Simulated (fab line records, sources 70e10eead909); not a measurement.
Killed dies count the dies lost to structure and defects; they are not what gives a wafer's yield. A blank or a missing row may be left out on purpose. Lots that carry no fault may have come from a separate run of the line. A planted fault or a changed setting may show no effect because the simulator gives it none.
fab line records	flow nand_harc
record lots=12	wafers=36	last_day=34
route steps=1302 shown A_STAIRCASE@881 A_SGD_CUT@905 A_SLIT@923 END@1302
lots that met no fault: taken from a fault-free run of the same line
start_h: start of the lot's first displayed wafer, in hours after the record's first day	wait_h: hours since the lot's step before	" the same as in the row above	L1.1+2: one row covering several wafers at once	- no value present, or no start provided	* or withheld: withheld	< > ~ a bound
route shown NAME@n: names a module that has steps shown in the file, with the first one's number in the route	usual: the fault-free wafers' mean and standard deviation	same: alike in all rows	chamber/n: place in a boat	sites: readings site by site	_std_site: how widely they spread, as a standard deviation	_edge_site: the outer-site mean with the inner-site mean subtracted	radius_mm: for every site, how far away it sits from the centre of the wafer	mask NAME#n: copy n	behind: the last tool/chamber to shape the wafer	hold: cause of the lot's hold/its duration in hours/its outcome	device: the n, p or np transistor that did not switch	end of line: the same wafers' tests at the end of the route	step lacking rows: just its recipe	killed: dies lost to structure and defects at the first sort, not the wafer's yield	map: a wafer's dies, x killed, . not, _ none there
set.NAME: the setting the step ran with; set.NAME@STEP: the setting that earlier step ran with	model.NAME: the simulator's own value behind a step, which no gauge read
one table for each step of the route and one row for each wafer, over a sample of lots
services: a tool's chamber out of use, with start hour (start_h, from the record's first day; less than 0 if before it), hours out, and reason
## steps
# step NHARC_A_STAIRCASE_ETCHBACK_422
# recipe target_depth_a=400	over_etch_frac=0.3	time_s=74.286	ion_energy_ev=120	ch3f_flow_sccm=50	o2_flow_sccm=30	ar_flow_sccm=200	rf_w=500	bias_w=100	chemistry=CH3F/O2
# usual drypump_motor_current_A=5.8/0.43	oes_product_au=0.95/0.034	rf_vpp_V=244.5/1.9	showerhead_plenum_p_Torr=2.48/0.12	throttle_valve_pct=20.662/0.0087
lot.wafer	tool	chamber	start_h	wait_h	drypump_motor_current_A	oes_product_au	rf_hours_counter_h	rf_vpp_V	showerhead_plenum_p_Torr	throttle_valve_pct
L269.2	rie_diel-13	2	450.59	0.1	6.2	0.93	32	245.5	2.52	20.660
L269.3	"	0	"	"	5.5	0.93	38	247.6	2.64	20.649
L269.6	"	1	"	"	5.6	0.93	-	243.7	2.37	20.678
L270.3	rie_diel-06	2	456.64	0.1	5.3	0.92	52	243.7	2.35	20.680
L270.6	"	0	"	"	6.5	0.92	-	245.8	2.53	20.654
L270.5	"	1	"	"	5.9	0.94	-	241.3	2.29	20.646
L275.2	rie_diel-01	3	494.83	0.1	6.5	0.93	31	243.3	2.36	20.658
L275.4	"	1	"	"	5.6	0.93	34	242.2	2.29	20.665
L275.6	"	3	"	"	6.5	0.92	-	243.0	2.36	20.672
L277.1	rie_diel-13	2	514.00	0.2	6.2	0.91	61	245.8	2.51	20.670
L277.2	"	0	"	"	5.4	0.93	65	246.9	2.63	20.683
L277.5	"	1	"	"	5.6	0.92	-	244.0	2.36	20.672
L278.2	rie_diel-13	2	514.58	0.2	6.2	1.00	61	245.3	2.51	20.668
L278.4	"	3	"	"	6.2	1.00	58	245.2	2.53	20.651
L278.5	"	1	"	"	5.6	1.00	-	243.0	2.36	20.683
L280.4	rie_diel-13	1	547.67	0.2	5.6	1.02	10	242.7	2.36	20.658
L280.3	"	2	"	"	6.3	1.00	11	244.7	2.51	20.661
L280.2	"	3	"	"	6.2	1.00	1	244.5	2.53	20.670
L282.4	rie_diel-01	1	553.24	0.2	5.6	1.00	50	241.2	2.28	20.660
L282.3	"	2	"	"	5.8	1.00	48	245.8	2.58	20.663
L282.6	"	1	"	"	5.6	1.01	-	242.4	2.28	20.675
L285.2	rie_diel-13	3	592.76	0.1	6.3	1.01	14	245.8	2.52	20.658
L285.3	"	0	"	"	5.4	1.02	23	246.9	2.62	20.668
L285.5	"	3	"	"	6.2	1.01	-	245.9	2.52	20.671
L288.4	rie_diel-01	1	619.99	0.2	5.6	0.93	15	247.6	2.65	20.678
L288.5	"	3	"	"	6.5	0.92	-	243.6	2.34	20.676
L288.6	"	0	"	"	5.4	0.92	-	246.2	2.61	20.662
L290.2	rie_diel-13	1	666.30	0.4	5.6	0.97	44	241.9	2.34	20.654
L290.5	"	2	"	"	6.2	0.97	-	245.3	2.49	20.670
L290.6	"	3	"	"	6.2	0.98	-	245.9	2.51	20.673
L292.2	rie_diel-13	3	666.34	0.3	6.3	0.93	36	242.9	2.51	20.654
L292.1	"	0	"	"	5.4	0.93	44	247.4	2.61	20.653
L292.5	"	3	"	"	6.3	0.91	-	245.7	2.51	20.658
L291.2	rie_diel-01	0	669.58	0.7	5.3	0.92	31	245.4	2.60	20.663
L291.3	"	2	"	"	5.8	0.92	29	246.7	2.56	20.660
L291.5	"	1	"	"	5.6	0.92	-	246.1	2.65	20.659
# step NHARC_A_STAIRCASE_CMP_472
# recipe material=SiO2
# usual motor_current_A=12.0/1.6	slurry_flow_ml_min=150.1/0.45
lot.wafer	tool	chamber	start_h	wait_h	motor_current_A	slurry_flow_ml_min
L269.3	cmp-01	3	454.09	0.2	12.8	149.4
L269.2	"	0	"	"	11.3	150.8
L269.6	"	2	"	"	8.8	150.1
L270.3	cmp-01	1	457.72	0.3	9.9	150.5
L270.6	"	3	"	"	12.6	151.2
L270.5	"	0	"	"	11.7	149.9
L275.2	cmp-01	2	495.98	0.3	8.6	150.3
L275.4	"	0	"	"	11.6	150.2
L275.6	"	3	"	"	12.9	150.1
L277.1	cmp-04	3	514.93	0.2	12.5	149.9
L277.2	"	1	"	"	11.7	149.8
L277.5	"	2	"	"	11.3	149.6
L278.2	cmp-03	2	515.47	0.2	13.1	149.9
L278.4	"	1	"	"	10.8	150.4
L278.5	"	2	"	"	13.5	150.2
L280.2	cmp-04	3	548.57	0.2	12.4	150.2
L280.3	"	0	"	"	13.8	150.6
L280.4	"	2	"	"	11.4	150.4
L282.4	cmp-04	2	554.17	0.2	12.0	150.8
L282.3	"	0	"	"	13.8	150.3
L282.6	"	2	"	"	11.9	150.0
L285.2	cmp-04	2	593.75	0.2	11.7	149.6
L285.3	"	0	"	"	13.9	149.9
L285.5	"	2	"	"	11.4	149.9
L288.4	cmp-04	3	620.87	0.2	12.5	150.1
L288.6	"	3	"	"	12.5	150.0
L288.5	"	0	"	"	13.0	150.4
L292.2	cmp-01	0	667.62	0.2	11.2	150.0
L292.1	"	2	"	"	8.6	149.7
L292.5	"	0	"	"	11.9	150.0
L290.2	cmp-03	3	667.65	0.2	14.2	150.4
L290.5	"	1	"	"	11.6	149.9
L290.6	"	2	"	"	13.9	150.3
L291.2	cmp-03	3	670.65	0.2	13.8	150.2
L291.3	"	1	"	"	10.7	150.5
L291.5	"	3	"	"	13.9	151.0
# step NHARC_A_SGD_CUT_ETCH_58
# recipe target_depth_a=390	over_etch_frac=0.3	time_s=65	ion_energy_ev=80	cf4_flow_sccm=150	ar_flow_sccm=0	rf_w=300	bias_w=100	chemistry=CF4
# usual drypump_motor_current_A=5.8/0.43	oes_product_au=0.999/0.0084	rf_vpp_V=150.8/1	showerhead_plenum_p_Torr=1.74/0.046	throttle_valve_pct=13.284/0.0088
lot.wafer	tool	chamber	start_h	wait_h	drypump_motor_current_A	oes_product_au	rf_hours_counter_h	rf_vpp_V	showerhead_plenum_p_Torr	throttle_valve_pct
L269.2	rie_diel-09	1	455.44	0.1	6.2	1.001	9	152.1	1.80	13.286
L269.3	"	3	"	"	5.7	0.994	9	150.4	1.68	13.279
L269.6	"	2	"	"	6.3	0.996	-	148.9	1.68	13.280
L270.3	rie_diel-07	0	459.08	0.1	5.7	1.010	8	150.6	1.74	13.282
L270.5	"	0	"	"	5.7	1.004	-	149.9	1.74	13.286
L270.6	"	1	"	"	6.4	1.002	-	150.4	1.75	13.287
L275.4	rie_diel-07	2	497.25	0.1	5.4	0.999	1	151.8	1.78	13.274
L275.2	"	0	"	"	5.7	1.006	1	151.3	1.74	13.292
L275.6	"	3	"	"	5.3	0.991	-	152.5	1.72	13.273
L277.1	rie_diel-09	0	516.17	0.1	5.5	0.999	1	151.7	1.77	13.295
L277.2	"	1	"	"	6.2	1.005	1	152.2	1.80	13.277
L277.5	"	1	"	"	6.2	1.006	-	150.9	1.80	13.292
L278.4	rie_diel-02	2	516.88	0.1	6.1	1.003	7	150.6	1.71	13.282
L278.2	"	0	"	"	5.5	0.995	7	151.4	1.74	13.287
L278.5	"	1	"	"	5.2	1.001	-	150.7	1.81	13.280
L280.3	rie_diel-02	0	549.97	0.1	5.5	0.794	8	151.3	1.74	13.294
L280.4	"	1	"	"	5.2	0.996	8	151.4	1.81	13.288
L280.2	"	2	"	"	6.0	1.002	8	150.1	1.71	13.288
L282.4	rie_diel-02	3	555.42	0.1	6.2	0.997	9	150.5	1.68	13.281
L282.3	"	2	"	"	6.1	1.003	9	149.8	1.71	13.261
L282.6	"	0	"	"	5.5	0.789	-	150.8	1.74	13.283
L285.2	rie_diel-09	3	595.03	0.1	5.7	1.005	10	149.1	1.68	13.288
L285.3	"	1	"	"	6.2	1.006	9	152.1	1.80	13.283
L285.5	"	2	"	"	6.3	1.000	-	150.6	1.67	13.291
L288.4	rie_diel-02	1	622.15	0.1	5.2	0.989	1	153.0	1.81	13.281
L288.6	"	1	"	"	5.2	0.986	-	152.7	1.81	13.279
L288.5	"	2	"	"	6.0	0.983	-	151.4	1.71	13.295
L290.2	rie_diel-07	1	669.01	0.1	6.4	0.988	0	150.3	1.74	13.278
L290.5	"	0	"	"	5.7	1.004	-	151.2	1.74	13.285
L290.6	"	1	"	"	6.5	0.997	-	152.1	1.74	13.293
L292.2	rie_diel-02	1	669.17	0.1	5.2	0.996	3	151.3	1.81	13.279
L292.1	"	3	"	"	6.2	1.003	4	150.6	1.68	13.271
L292.5	"	1	"	"	5.2	0.983	-	152.1	1.81	13.286
L291.3	rie_diel-02	3	672.08	0.1	6.2	1.003	5	150.7	1.68	13.286
L291.2	"	0	"	"	5.5	0.990	4	151.1	1.74	13.296
L291.5	"	1	"	"	5.2	1.000	-	151.8	1.81	13.285
# step NHARC_A_SLIT_DEP_00
# recipe target_thk_a=62000	temp_c=400	material=aC
# usual throttle_valve_pct=35.001/0.0088
lot.wafer	tool	chamber	start_h	wait_h	throttle_valve_pct
L269.2	acl_dep-03	0	463.53	-	34.999
L269.3	"	0	"	"	34.999
L269.6	"	0	466.03	-	34.999
L270.3	acl_dep-01	0	469.11	-	34.995
L270.5	"	0	470.34	-	34.996
L270.6	"	0	"	"	34.991
L275.2	acl_dep-01	0	509.84	-	35.014
L275.4	"	0	511.11	-	34.993
L275.6	"	0	512.39	-	34.998
L278.2	acl_dep-02	0	523.60	-	35.002
L278.4	"	0	524.85	-	34.990
L278.5	"	0	"	"	34.999
L277.1	acl_dep-01	0	523.92	-	34.996
L277.2	"	0	"	"	34.995
L277.5	"	0	526.42	-	35.001
L280.2	acl_dep-03	0	561.30	-	35.005
L280.4	"	0	562.56	-	35.000
L282.3	acl_dep-03	0	580.72	-	34.991
L282.4	"	0	"	"	35.001
L285.2	acl_dep-03	0	603.47	-	35.003
L285.3	"	0	"	"	34.986
L285.5	"	0	605.37	-	35.003
L288.4	acl_dep-01	0	631.20	-	34.994
L288.5	"	0	"	"	34.985
L288.6	"	0	"	"	35.014
L292.1	acl_dep-02	0	680.38	-	34.995
L292.2	"	0	"	"	35.002
L292.5	"	0	682.88	-	34.996
L290.2	acl_dep-01	0	682.78	-	34.996
L290.5	"	0	684.63	-	35.006
L290.6	"	0	"	"	34.985
L291.2	acl_dep-02	0	686.58	-	34.991
L291.3	"	0	"	"	34.998
L291.5	"	0	688.46	-	35.010
# step NHARC_END_SORT_01
# recipe temp_c=25
# usual killed_at_array=58/20	killed_at_other=0.9/1.4	killed_at_periphery=4/3.1	killed_dies=63/20	killed_open=3.3/1.8	killed_short=2.4/1.5
# same gross_dies=677
lot.wafer	tool	chamber	start_h	wait_h	killed_at_array	killed_at_other	killed_at_periphery	killed_dies	killed_open	killed_short
L277.1	prober-02	0	657.02	2.5	33	3	0	36	2	4
L277.2	prober-02	0	657.82	2.8	28	3	1	32	4	2
L277.5	prober-02	0	660.21	3.7	32	1	2	35	3	3
L280.2	prober-01	0	688.57	2.8	65	0	4	69	7	3
L280.3	prober-01	0	689.36	3.1	673	0	4	677	1	2
L280.4	prober-01	0	690.15	3.4	78	1	11	90	2	4
L282.3	prober-01	0	724.15	3.0	64	1	3	68	5	4
L282.4	prober-01	0	724.94	3.3	62	0	6	68	2	0
L282.6	prober-01	0	726.52	4.0	673	1	3	677	4	4
# killed by level:class
L277.1 A_CHANNEL_HOLE_D2:chamber_film_flake=9 A_CHANNEL_HOLE_D1:chamber_film_flake=4 A_CONTACT:chamber_film_flake=4 THIN_TSV:chamber_film_flake=3 A_CHANNEL_FILL_D1:chamber_film_flake=2 A_STAIRCASE:chamber_film_flake=2 A_WL_FILL:chamber_film_flake=2 A_M1:chamber_film_flake=2
L277.2 A_CHANNEL_HOLE_D2:chamber_film_flake=12 A_CHANNEL_HOLE_D1:chamber_film_flake=4 A_CHANNEL_FILL_D1:chamber_film_flake=3 THIN_TSV:chamber_film_flake=2 A_CHANNEL_HOLE_D1:geometric_particle:short=1 A_CHANNEL_FILL_D1:geometric_particle:open=1 A_ONON_D2:geometric_particle:open=1 A_ONON_D2:geometric_particle:short=1
L277.5 A_CHANNEL_HOLE_D2:chamber_film_flake=10 A_CHANNEL_HOLE_D1:chamber_film_flake=6 A_CHANNEL_FILL_D2:chamber_film_flake=4 A_WL_FILL:chamber_film_flake=3 A_DECK1_JOINT:geometric_particle:short=2 A_STAIRCASE:chamber_film_flake=2 P_CONTACT:geometric_particle:short=1 A_CHANNEL_FILL_D1:geometric_particle:open=1
L280.2 A_CHANNEL_HOLE_D1:chamber_film_flake=30 A_SLIT:chamber_film_flake=14 A_CHANNEL_HOLE_D2:chamber_film_flake=5 A_CONTACT:chamber_film_flake=5 A_STAIRCASE:chamber_film_flake=3 A_WL_FILL:geometric_particle:short=2 A_M0:geometric_particle:open=2 P_CONTACT:geometric_particle:open=1
L280.3 A_SGD_CUT:area_etch=614 A_CHANNEL_HOLE_D1:chamber_film_flake=28 A_SLIT:chamber_film_flake=14 A_STAIRCASE:chamber_film_flake=7 A_CHANNEL_HOLE_D2:chamber_film_flake=5 P_BONDPAD:chamber_film_flake=2 A_CONTACT:chamber_film_flake=2 P_M1:geometric_particle:short=1
L280.4 A_CHANNEL_HOLE_D1:chamber_film_flake=34 A_SLIT:chamber_film_flake=20 A_CHANNEL_HOLE_D2:chamber_film_flake=11 P_BONDPAD:chamber_film_flake=4 A_CONTACT:chamber_film_flake=4 A_STAIRCASE:chamber_film_flake=3 P_ZERO_WELL:chamber_film_flake=2 P_GATE:chamber_film_flake=2
L282.3 A_CHANNEL_HOLE_D1:chamber_film_flake=28 A_CHANNEL_HOLE_D2:chamber_film_flake=21 A_CONTACT:chamber_film_flake=3 A_STAIRCASE:chamber_film_flake=2 P_CONTACT:geometric_particle:open=1 A_SOURCE_PLATE:geometric_particle:open=1 A_ONON_D1:geometric_particle:short=1 A_ONON_D2:geometric_particle:open=1
L282.4 A_CHANNEL_HOLE_D1:chamber_film_flake=40 A_CHANNEL_HOLE_D2:chamber_film_flake=11 A_SLIT:chamber_film_flake=5 A_STAIRCASE:chamber_film_flake=5 P_ZERO_WELL:chamber_film_flake=3 P_BONDPAD:chamber_film_flake=2 P_CONTACT:geometric_particle:open=1 A_CHANNEL_FILL_D1:geometric_particle:open=1
L282.6 A_SGD_CUT:area_etch=599 A_CHANNEL_HOLE_D1:chamber_film_flake=26 A_CHANNEL_HOLE_D2:chamber_film_flake=25 A_STAIRCASE:chamber_film_flake=10 A_SLIT:chamber_film_flake=3 P_ZERO_WELL:chamber_film_flake=2 A_CONTACT:chamber_film_flake=2 P_CONTACT:geometric_particle:open=1
## services
tool	chamber	start_h	hours	kind
cmp-04	-	451.78	3.7	repair
cmp-01	-	479.77	4.0	pm
rie_diel-01	3	481.29	5.7	repair
acl_dep-03	-	481.58	13.0	pm
rie_diel-02	2	488.45	3.1	repair
cmp-01	-	490.58	1.9	repair
cmp-01	-	493.92	0.9	repair
cmp-01	-	500.02	1.4	repair
cmp-04	-	503.04	4.0	pm
cmp-01	-	518.45	1.4	repair
rie_diel-13	-	519.00	9.0	pm
rie_diel-13	3	528.26	14.9	repair
acl_dep-01	-	552.62	13.0	pm
rie_diel-01	-	559.39	9.0	pm
rie_diel-02	-	570.70	9.0	pm
cmp-01	-	577.77	4.0	pm
rie_diel-02	1	581.32	17.0	repair
cmp-04	-	601.16	4.0	pm
cmp-01	-	602.49	2.0	repair
rie_diel-01	-	608.42	0.3	repair
rie_diel-02	2	630.46	98.1	repair
rie_diel-01	0	647.59	3.6	repair
rie_diel-01	-	668.54	0.6	repair
cmp-01	-	675.77	4.0	pm
## key
first_sign step=NHARC_A_SGD_CUT_ETCH_58	reading=oes_product_au	direction=down	sigmas=25	usual=0.999	struck=0.791
effect step=NHARC_END_SORT_01	reading=killed_at_array	direction=up	sigmas=31	usual=58	struck=673
more_kills_born_at NHARC_A_SGD_CUT_ETCH_58@rie_diel-02=1213
met_at NHARC_A_SGD_CUT_ETCH_58
struck_lots L280,L282
struck_wafers L280.3,L282.6
later_rows_left_out L280.3,L282.6
tester_left_out L280,L282
not_acting_at NHARC_A_STAIRCASE_ETCHBACK_422,NHARC_A_STAIRCASE_CMP_472,NHARC_A_SLIT_DEP_00
onset_between 516.88 549.97
fault kind=process_parameter_drift	tool=rie_diel-02	chamber=0	onset_h=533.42	steps=NHARC_A_SGD_CUT_ETCH_58	channel=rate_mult	offset=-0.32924	shape=step	end_h=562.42
# tester_left_out: of these lots the tester's yield and bins aren't shown, on N5 and GAA mostly nor the transistor test; their killed dies are dies lost to structure and defects alone, not to doping, threshold or leakage, so they don't give the yield
# later_rows_left_out: the simulator's readings of these wafers behind a module that went badly wrong aren't trusted and aren't shown, but for the sort
